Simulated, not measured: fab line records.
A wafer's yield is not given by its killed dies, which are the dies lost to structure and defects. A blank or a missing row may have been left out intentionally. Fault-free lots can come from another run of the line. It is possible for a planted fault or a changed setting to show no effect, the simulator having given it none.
Comparing a struck lot with a sound one :: flow nand-harc :: 14 out of 1302 route steps
Sound: wafers L496.1, L496.2, L496.6. Struck: wafer L490.4; the same lot's L490.2 was not struck, so it is left out; see the end for the cause.
At each step with rows: each side's tool, then ch and its chambers, then its first start. Under that, the readings that differ: sound wafers :: struck wafers :: difference of the means :: sigmas: that difference in standard deviations of wafers without a fault.
alike: same words and numbers on both sides, and readings whose means sit less than 2 such deviations apart. not compared: any withheld reading, any reading some wafer has no value for, any bound like >300 that may hide the same value, and any number with overlapping values for which the record gives no deviation.
Wherever a step has rows on one side only, a row that says differs or no value, or a row with sigmas, the two part there. Non-overlapping numbers with no deviation appear without sigmas and do not part them. A reading that every wafer of one side lacks parts them only if that side has two wafers or more.

first, 6 steps without rows for these wafers: NHARC_A_STAIRCASE_SOFTBAKE_04 (time 170 s); NHARC_A_STAIRCASE_EBR_05; NHARC_A_STAIRCASE_EXPOSE_06 (exposes mask STAIR); NHARC_A_STAIRCASE_PEB_07 (peb time 130 s); NHARC_A_STAIRCASE_DEVELOP_08 (time 140 s); NHARC_A_STAIRCASE_HARDBAKE_10 (time 140 s).
NHARC_A_STAIRCASE_DESCUM_11: chemistry O2, time 3 s.
  sound on rie-diel-11 ch 0,1,2, day 23 07:07; struck on rie-diel-01 ch 2, day 20 03:46
reading: drypump-motor-current-A (A)
sound: 5.9 4.9 4.7
struck: 6.7
difference: +1.5
sigmas: +3
  alike: oes-product-au, rf-vpp-V, showerhead-plenum-p-Torr, throttle-valve-pct
  not compared: rf-hours-counter-h
NHARC_A_STAIRCASE_TRIM_12: chemistry O2, time 211.2 s.
  sound on rie-diel-11 ch 0,2, day 23 07:11; struck on rie-diel-01 ch 1, day 20 04:01
  alike: drypump-motor-current-A, oes-product-au, rf-vpp-V, run-length-s, showerhead-plenum-p-Torr, throttle-valve-pct
  not compared: rf-hours-counter-h
NHARC_A_STAIRCASE_ETCH_13: etches the open film in C4F8/O2, target depth 100 nm, time 40.5 s.
  sound on rie-diel-11 ch 0,2; struck on rie-diel-01 ch 2
  alike: oes-product-au, rf-vpp-V
  not compared: rf-hours-counter-h
then, 1 step without rows for these wafers: NHARC_A_STAIRCASE_TRIM_14 (chemistry O2, time 211.2 s).
NHARC_A_STAIRCASE_ETCH_15: etches the open film in C4F8/O2, target depth 100 nm, time 40.5 s.
  sound on rie-diel-11 ch 0,1,3; struck on rie-diel-01 ch 0
reading: oes-product-au (a.u.)
sound: 0.943 0.959 0.911
struck: 1.009
difference: +0.071
sigmas: +4
  alike: rf-vpp-V
  not compared: rf-hours-counter-h
NHARC_A_STAIRCASE_TRIM_16: chemistry O2, time 211.2 s.
  sound on rie-diel-11 ch 1,2, day 23 07:43; struck on rie-diel-01 ch 2, day 20 04:38
reading: drypump-motor-current-A (A)
sound: 5.9 4.9 5.9
struck: 6.7
difference: +1.1
sigmas: +2

reading: run-length-s (s)
sound: 232.3 231.8 231.8
struck: 295.6
difference: +63.6
sigmas: +99 or more
  alike: oes-product-au, rf-vpp-V, showerhead-plenum-p-Torr, throttle-valve-pct
  not compared: rf-hours-counter-h
NHARC_A_STAIRCASE_ETCH_17: etches the open film in C4F8/O2, target depth 100 nm, time 40.5 s.
  sound on rie-diel-11 ch 0,1,3; struck on rie-diel-01 ch 0
  alike: oes-product-au, rf-vpp-V
  not compared: rf-hours-counter-h
-- jump in the record: it breaks off in module A_STAIRCASE and resumes in module END (first step shown: number 1302 of the route), and 9 days separate the struck wafers' starts before and after --
NHARC_END_SORT_01:
  the record has rows for the struck wafers here (prober-01 ch 0, day 28 20:20) and none for the sound ones

## WHERE THEY PART
Last at NHARC_END_SORT_01 as far as this record goes, first at NHARC_A_STAIRCASE_DESCUM_11.

WHY: what had been put in by the simulator
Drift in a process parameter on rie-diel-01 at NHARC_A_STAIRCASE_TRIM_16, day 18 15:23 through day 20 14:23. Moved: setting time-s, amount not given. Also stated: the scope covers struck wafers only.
